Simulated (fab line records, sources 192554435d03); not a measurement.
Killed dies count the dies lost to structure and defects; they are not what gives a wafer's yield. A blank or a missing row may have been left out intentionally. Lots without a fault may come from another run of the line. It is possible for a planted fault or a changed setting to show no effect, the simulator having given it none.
One fault through the eyes of 3 desks | flow n5_finfet | numbers are kept per desk, each desk with only its own; the story behind them comes last

## AT THE METROLOGY DESK
What the gauges read, lot by lot, whatever tool the lot ran on: means of the sampled wafers that have a number. If a lot's mean is further than 4 standard deviations from the usual mean, the lot is out of limits and carries the mark OUT (the distance appears in the brackets). Shown here are 7 of its 10 readings, the ones lying furthest out on some lot.
Columns: A = DIBL_N at N5_BEOL_M4_RC_MEAS_101, usual 36.2 mV/V; B = DIBL_P at N5_BEOL_M4_RC_MEAS_101, usual 36.1 mV/V; C = IOFF_N at N5_BEOL_M4_RC_MEAS_101, usual 0.16 nA/um; D = IOFF_P at N5_BEOL_M4_RC_MEAS_101, usual 0.22 nA/um; E = ION_P at N5_BEOL_M4_RC_MEAS_101, usual 463 uA/um; F = VT_N at N5_BEOL_M4_RC_MEAS_101, usual 250 mV; G = VT_P at N5_BEOL_M4_RC_MEAS_101, usual -250 mV
lot  | first seen here | A    | B    | C    | D    | E   | F   | G
L236 | day 10 21:54    | 37.2 | 37.8 | 0.19 | 0.28 | 473 | 246 | -244
L240 | day 12 06:32    | 38.1 | 38.7 | 0.21 | 0.26 | 463 | 245 | -246
L241 | day 12 12:37    | 34.0 | 33.1 | 0.13 | 0.18 | 456 | 254 | -252
L239 | day 12 14:52    | 35.1 | 36.1 | 0.15 | 0.18 | 457 | 250 | -253
L248 | day 15 04:00    | 35.2 | 36.2 | 0.14 | 0.20 | 465 | 251 | -251
This desk found nothing out of limits on any of the 5 lots.

## THE DEFECT DESK
Lot by lot, what the route's inspections counted, given as the mean of those sampled wafers with a number. If a lot's mean is further than 4 standard deviations from the usual mean, the lot is out of limits and carries the mark OUT (the distance appears in the brackets).
Columns: A = raw_defect_count at N5_FIN_SAQP_INSPECT_18, usual 411; B = raw_defect_count at N5_FIN_SAQP_INSPECT_40, usual 215; C = raw_defect_count at N5_FIN_CUT_INSPECT_10, usual 39; D = raw_defect_count at N5_FIN_CUT_INSPECT_17, usual 217
lot  | first seen here | A               | B              | C             | D
L236 | day 4 16:44     | 438             | 245            | 38            | 229
L239 | day 5 12:34     | 1117 (+7.1) OUT | 714 (+8.0) OUT | 596 (+51) OUT | 714 (+8.3) OUT
L240 | day 5 18:20     | 908 (+5.0) OUT  | 754 (+8.7) OUT | 605 (+51) OUT | 760 (+9.1) OUT
L241 | day 5 22:28     | 936 (+5.2) OUT  | 794 (+9.3) OUT | 604 (+51) OUT | 812 (+9.9) OUT
L248 | day 7 16:05     | 305             | 195            | 40            | 195
Finding of this desk: L239, L240, L241 out of limits; the first was L239 at day 5 12:34, on raw_defect_count at N5_FIN_SAQP_INSPECT_18. Within limits: L236, L248.

## TOOL OWNER'S DESK, pecvd-02
The tool's own readings at N5_FIN_SAQP_HM_DEP_03 (deposits SiNx from SiH4/NH3/N2, target thk 38 nm, time 33.6 s): means of the sampled wafers that have a number, for each lot that ran on this tool. If a lot's mean is further than 4 standard deviations from the usual mean, the lot is out of limits and carries the mark OUT (the distance appears in the brackets).
Columns: A = heater_power_w at N5_FIN_SAQP_HM_DEP_03, usual 790 W; B = showerhead_plenum_p_Torr at N5_FIN_SAQP_HM_DEP_03, usual 5.16 Torr; C = throttle_valve_pct at N5_FIN_SAQP_HM_DEP_03, usual 41.3 %
lot  | first seen here | A   | B    | C
L236 | day 4 15:54     | 764 | 5.16 | 41.3
L239 | day 5 10:17     | 854 | 5.22 | 40.3
L240 | day 5 17:37     | 799 | 5.11 | 42.6
L241 | day 5 21:38     | 779 | 5.17 | 41.5
This desk found nothing out of limits on any of the 4 lots.

## BROUGHT TOGETHER
The defect desk could have raised an alarm at day 5 12:34, on L239, L240, L241.
From the metrology desk's view, nothing was out of limits.
The desk of the tool owner found nothing out of limits.
The metrology desk holds a record of L239, L240, L241, inside its limits.
Tool owner's desk: L239, L240, L241 on record, inside its limits.
N5_FIN_SAQP_HM_DEP_03 was run on pecvd-02 by each of the lots named.

## WHAT HAD BEEN PUT IN BY THE SIMULATOR
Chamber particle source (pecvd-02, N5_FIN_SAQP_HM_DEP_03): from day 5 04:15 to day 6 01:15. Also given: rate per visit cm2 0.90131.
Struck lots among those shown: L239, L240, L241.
Hours from the fault's start to each desk's first reading out of limits: the defect desk, 8.
